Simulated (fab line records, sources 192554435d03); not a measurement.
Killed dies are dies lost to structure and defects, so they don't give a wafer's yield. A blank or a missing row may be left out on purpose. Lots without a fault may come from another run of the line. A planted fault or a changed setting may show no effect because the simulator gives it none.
A struck lot beside a sound one | flow n5_finfet | 38 steps out of a route of 1938
Sound: wafers L989.1, L989.5, L989.6. Struck: wafer L991.6. (L991.5 of the same lot was not struck and is left out.) The cause comes at the end.
At each step with rows: each side's tool, then ch and its chambers, then its first start. Under that, the readings that differ: sound wafers | struck wafers | difference of the means | sigmas: that difference in standard deviations of wafers without a fault.
alike: readings whose means differ by less than 2 such deviations, and words and numbers that are the same on both sides. not compared: withheld readings, readings that some wafer has no value for, bounds like >300 that may hide the same value, and numbers for which the record gives no deviation and whose values overlap.
The two part at a step that has a row with sigmas, a row that says differs or no value, or rows on one side only. Numbers that don't overlap but have no deviation are shown without sigmas and don't part them. A reading that every wafer of one side lacks parts them only if that side has two wafers or more.

first, 9 steps without rows for these wafers: N5_BEOL_M4_ANNEAL_95 (time 240 s); N5_BEOL_M4_SPUTTER_96 (material Cu, target thk 4.5 nm, time 8.29 s); N5_BEOL_M4_ECD_50 (material Cu, target thk 300 nm); N5_BEOL_M4_ANNEAL_51 (time 90 s); N5_BEOL_M4_CMP_52 (polishes, stops on SiOC, t overpolish 6.8 s, target thk 40 nm); N5_BEOL_M4_PRE_CLEAN_60 (time 15 s); N5_BEOL_M4_CO_CAP_55 (material Co, precursor CCTBA/H2, target thk 2 nm, time 102.1 s); N5_BEOL_M4_PRE_CLEAN_56 (time 15 s); N5_BEOL_M4_DEP_57 (deposits SiCN from 3MS/NH3, target thk 8 nm, time 14 s).
N5_BEOL_M4_RC_MEAS_101:
  sound on prober-01 ch 0, day 12 17:01; struck on prober-02 ch 0, day 13 05:10
  alike: DIBL_N, DIBL_P, IOFF_N, IOFF_P, ION_N, ION_P, SS_N, SS_P, VT_N, VT_P
then, 24 steps without rows for these wafers: N5_BEOL_M5_ILD_DEP_00 (deposits SiCOH lowk from DEMS/porogen, target thk 140.64 nm, time 25.9 s); N5_BEOL_M5_CURE_79 (cures SiCOH lowk, time 240 s); N5_BEOL_M5_PECVD_70 (deposits SiO2 from TEOS/O2, target thk 16 nm, time 18 s); N5_BEOL_M5_HM_DEP_02 (deposits TiN, target thk 20 nm); N5_BEOL_M5_COAT_59 (time 60 s, resist thk 60 nm); N5_BEOL_M5_COAT_60 (time 60 s, resist thk 12 nm); N5_BEOL_M5_COAT_71 (time 60 s, resist thk 5 nm); N5_BEOL_M5_COAT_05 (resist thk 30 nm); N5_BEOL_M5_EBR_07; N5_BEOL_M5_SOFTBAKE_06 (time 60 s); N5_BEOL_M5_EXPOSE_08 (exposes mask M5, target cd 28 nm); N5_BEOL_M5_PEB_09 (peb time 60 s); N5_BEOL_M5_DEVELOP_10 (develop time 30 s); N5_BEOL_M5_DESCUM_16 (chemistry O2, time 7 s); N5_BEOL_M5_ETCH_72 (etches underlayer in N2/H2, target depth 6.5 nm, time 5.2 s); N5_BEOL_M5_ETCH_61 (etches SiARC in CF4, target depth 15.6 nm, time 26 s); N5_BEOL_M5_ETCH_62 (etches SOC in N2/H2, target depth 75 nm, overetch 15 nm, time 112.5 s); N5_BEOL_M5_STRIP_63 (strips in N2/H2); N5_BEOL_M5_STRIP_73 (strips in N2/H2); N5_BEOL_M5_STRIP_64 (strips in CF4); N5_BEOL_M5_HM_OPEN_17 (chemistry Cl2/BCl3, target TiN, target depth 20 nm, overetch 6 nm); N5_BEOL_M5_STRIP_19 (strips in O2); N5_BEOL_M5_COAT_65 (time 60 s, resist thk 60 nm); N5_BEOL_M5_COAT_66 (time 60 s, resist thk 12 nm).
-- the record jumps here: 2 days lie between the struck wafers' starts before and after (it left off in module BEOL_M5 and takes up again in module BEOL_M11, whose first step shown is number 1536 of the route) --
N5_BEOL_M11_ILD_DEP_00: deposits SiCOH lowk from DEMS/porogen, target thk 308.51 nm, time 58 s.
  sound on pecvd-03 ch 0,1, day 15 04:04; struck on pecvd-01 ch 2, day 15 13:05
  reading                                             | sound             | struck | difference | sigmas
  run_length_s (s)                                    | 101.8 100.9 102.2 | 142.1  | +40.5      | +76
  throttle_valve_pct (%)                              | 14.2 14.1 14.5    | 12.8   | -1.5       | -2
  model.SiCOH_lowk_of_BEOL_M11_ILD_DEP_00.thk_nm (nm) | 310 313.8 308.2   | 516.8  | +206.1     |
  alike: heater_power_w, showerhead_plenum_p_Torr
N5_BEOL_M11_THK_MEAS_01:
  sound on film_metro-01, day 15 04:40; struck on film_metro-01, day 15 13:40
  reading          | sound       | struck | difference | sigmas
  M11_ILD_THK (nm) | 269 273 268 | 454    | +184       | +56
N5_BEOL_M11_CMP_52: polishes, stops on SiCOH lowk, t overpolish 7 s, target thk 140 nm.
  sound on cmp-01 ch 0,1,2, day 15 12:25; struck on cmp-02 ch 1, day 15 21:55
  reading                                             | sound             | struck | difference | sigmas
  model.SiCOH_lowk_of_BEOL_M11_ILD_DEP_00.thk_nm (nm) | 266.2 269.6 264.8 | 451.2  | +184.3     |
  alike: motor_current_A
-- the record jumps here: 2 days lie between the struck wafers' starts before and after (it left off in module BEOL_M11 and takes up again in module PASSIVATION, whose first step shown is number 1936 of the route) --
N5_PASSIVATION_PROBE_49:
  sound on prober-02, day 17 10:42; struck on prober-01, day 17 22:26
  reading                  | sound          | struck | difference | sigmas
  defect_limited_yield (%) | 91.0 88.8 92.1 | 0      | -91        | -57
  killed_at_M4_up          | 17 16 14       | 1095   | +1079      | +99 or more
  killed_dies              | 106 132 93     | 1180   | +1070      | +59
  killed_on_rim            | 8 14 10        | 152    | +141       | +31
  sort_bin_5_function (%)  | 6.1 7.7 4.0    | 97.4   | +91.5      | +83
  sort_n_pass              | 1074 1048 1087 | 0      | -1070      | -59
  sort_yield_pct (%)       | 91.0 88.8 92.1 | 0      | -91        | -57
  alike: killed_at_M0_to_M3, killed_at_contacts, killed_at_front_end, killed_at_other, killed_open, killed_short, sort_bin_6_memory

WHERE THEY PART
First at N5_BEOL_M11_ILD_DEP_00; last, within this record, at N5_PASSIVATION_PROBE_49.

WHY: what the simulator had put in
Process parameter drift: pecvd-01, from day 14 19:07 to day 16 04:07, at N5_BEOL_M11_ILD_DEP_00. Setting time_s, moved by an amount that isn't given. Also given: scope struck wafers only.
